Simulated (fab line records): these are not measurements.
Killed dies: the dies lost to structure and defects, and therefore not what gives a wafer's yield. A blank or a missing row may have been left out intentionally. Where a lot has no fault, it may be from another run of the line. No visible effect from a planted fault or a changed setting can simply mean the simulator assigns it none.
Which tool did it? :: flow n5_finfet :: at 1 step of a route of 1938, 11 lots with 33 wafers sampled

## WHAT EACH GAUGE READ, for each wafer
N5_DUMMY_GATE_OVL_MEAS_16.
lot: L343
measured: day 3 05:20
on: overlay-02
GATE_OVL (nm): 1.3 1.5 0.3

lot: L347
measured: day 4 04:01
on: overlay-02
GATE_OVL (nm): -0.3 -0.9 -1.4

lot: L348
measured: day 4 09:04
on: overlay-02
GATE_OVL (nm): -0.8 0.3 0.1

lot: L349
measured: day 4 17:53
on: overlay-02
GATE_OVL (nm): 0.0 -0.1 -0.9

lot: L350
measured: day 5 02:22
on: overlay-02
GATE_OVL (nm): 0.9 0.2 0.5

lot: L351
measured: day 5 09:10
on: overlay-02
GATE_OVL (nm): 2.1 1.3 2.2

lot: L354
measured: day 6 04:37
on: overlay-01
GATE_OVL (nm): 0.3 1.5 -0.1

lot: L362
measured: day 8 00:35
on: overlay-02
GATE_OVL (nm): -0.4 -0.4 -0.8

lot: L363
measured: day 8 11:01
on: overlay-02
GATE_OVL (nm): 0.0 0.0 0.6

lot: L364
measured: day 8 14:14
on: overlay-02
GATE_OVL (nm): 1.0 0.1 0.6

lot: L365
measured: day 8 14:56
on: overlay-01
GATE_OVL (nm): -0.7 -0.2 -0.1

## WHICH TOOL RAN EACH LOT (tool, then ch and the chambers of the sampled wafers, then the start)
No process step before these readings appears in the record.

## WHAT THE TOOLS THEMSELVES READ (means of the sampled wafers that have a number; where no wafer has one, the mark that the record gives instead)
The record holds no such reading with a usual standard deviation.

## THE ANSWER, worked out from the rows above alone
Rule: what is usual is taken from the lots themselves. The widest of any qualifying gaps counts: lots, ordered by their means at a reading, are off when they make up no more than a third of the lots, leave a main group of 4 or more, and stand apart from it by 3 or more times the standard deviation of that group's means. A main group is skipped when, at the precision printed for the reading in the tables above, its means are all equal. Also off: a lot with no number at a reading for which 4 or more lots have one. Where the step has rows for the other lots, those lots are counted as sound. First the gauges in route order, then the tools' own readings, where a lot's mean is used as printed above. The first step at which some lot is off is used, and at that step the reading that is off furthest; a lot without a number counts as furthest.
Nothing can be told from this: no lot is off at any reading shown.

## WHAT THE SIMULATOR PUT IN
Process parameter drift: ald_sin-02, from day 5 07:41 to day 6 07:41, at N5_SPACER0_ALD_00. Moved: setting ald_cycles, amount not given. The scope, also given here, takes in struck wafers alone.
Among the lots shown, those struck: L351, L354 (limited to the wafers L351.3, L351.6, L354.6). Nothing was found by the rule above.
